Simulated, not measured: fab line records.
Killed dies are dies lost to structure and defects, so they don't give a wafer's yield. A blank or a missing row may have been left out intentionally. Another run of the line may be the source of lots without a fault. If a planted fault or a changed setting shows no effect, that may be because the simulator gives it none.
Split-lot study + flow n5Finfet + 7 lots, 21 wafers read, on a route of 1938 steps

## ON THE SPLIT
At N5_SDB_EXPOSE_08 (exposes mask SDB), the setting doseMj was moved away from the recipe's 49.6 on 6 of the 21 wafers read, by +3.4% to +5.9%. For the rest of the wafers, this setting stayed at what the recipe calls for.

## FROM THE SPLIT TO THE READING: what the file shows between them, 2 steps
- N5_SDB_PEB_09: peb time 60 s
- N5_SDB_DEVELOP_10: develop time 30 s

## THE READING
cdNm at N5_SDB_CD_MEAS_11, given in nm (cd target 50 nm). A value of 50.1 nm with a standard deviation of 0.94 nm is what fault-free wafers of this fab line usually give.

| wafer  | tool, chamber at the split | doseMj as run | against the recipe | cdNm, nm | against lot-mates on the recipe |
|--------|----------------------------|---------------|--------------------|----------|---------------------------------|
| L075.1 | arfiScanner-03, 0          | 49.6          | recipe             | 50.5     | -                               |
| L075.4 | arfiScanner-03, 0          | 51.27         | +3.4%              | 54.9     | +4.4                            |
| L075.5 | arfiScanner-03, 0          | 51.27         | +3.4%              | 54.6     | +4.1                            |
| L078.1 | arfiScanner-02, 0          | 49.6          | recipe             | 50.8     | -                               |
| L078.2 | arfiScanner-02, 0          | 49.6          | recipe             | 52.1     | -                               |
| L078.4 | arfiScanner-02, 0          | 49.6          | recipe             | 51.5     | -                               |
| L084.2 | arfiScanner-01, 0          | 52.52         | +5.9%              | 56.6     | +7.0                            |
| L084.3 | arfiScanner-01, 0          | 49.6          | recipe             | 50.2     | -                               |
| L084.5 | arfiScanner-01, 0          | 49.6          | recipe             | 49.0     | -                               |
| L085.2 | arfiScanner-01, 0          | 49.6          | recipe             | 49.3     | -                               |
| L085.4 | arfiScanner-01, 0          | 49.6          | recipe             | 48.8     | -                               |
| L085.6 | arfiScanner-01, 0          | 51.8          | +4.4%              | 53.4     | +4.4                            |
| L089.1 | arfiScanner-02, 0          | 49.6          | recipe             | 49.0     | -                               |
| L089.4 | arfiScanner-02, 0          | 49.6          | recipe             | 49.9     | -                               |
| L089.5 | arfiScanner-02, 0          | 49.6          | recipe             | 50.0     | -                               |
| L096.1 | arfiScanner-02, 0          | 49.6          | recipe             | 50.5     | -                               |
| L096.2 | arfiScanner-02, 0          | 51.62         | +4.1%              | 53.8     | +3.3                            |
| L096.3 | arfiScanner-02, 0          | 51.62         | +4.1%              | 54.4     | +3.9                            |
| L097.2 | arfiScanner-02, 0          | 49.6          | recipe             | 50.5     | -                               |
| L097.4 | arfiScanner-02, 0          | 49.6          | recipe             | 50.5     | -                               |
| L097.6 | arfiScanner-02, 0          | 49.6          | recipe             | 50.8     | -                               |

THE FIT
A straight line over all 21 wafers: cdNm changes by +1.03 nm for each +1% of doseMj; r = +0.91; the points scatter about the line by 0.94 nm.
The same after taking each lot's own level away (the mean of its wafers on the recipe; 21 wafers): +1.08 nm for each +1%; r = +0.97; scatter 0.52 nm.
The reading moves by 6.3 nm for the largest change in doseMj, on that fit.
From 49.05 to 51.47 nm: that is the span of the lots' own levels, equal to 2.6 times the standard deviation above.
So the lot-to-lot level changes the slope little: the two slopes agree.
Check: for one of the wafers moved furthest among these (+5.9%), held out of the fit, the line's prediction against its lot-mates is +6.01 nm. It came out at +7 nm against them.

## FILE'S OWN FIT
cdNm changes by +1.08 nm for each +1% of doseMj, r = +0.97.
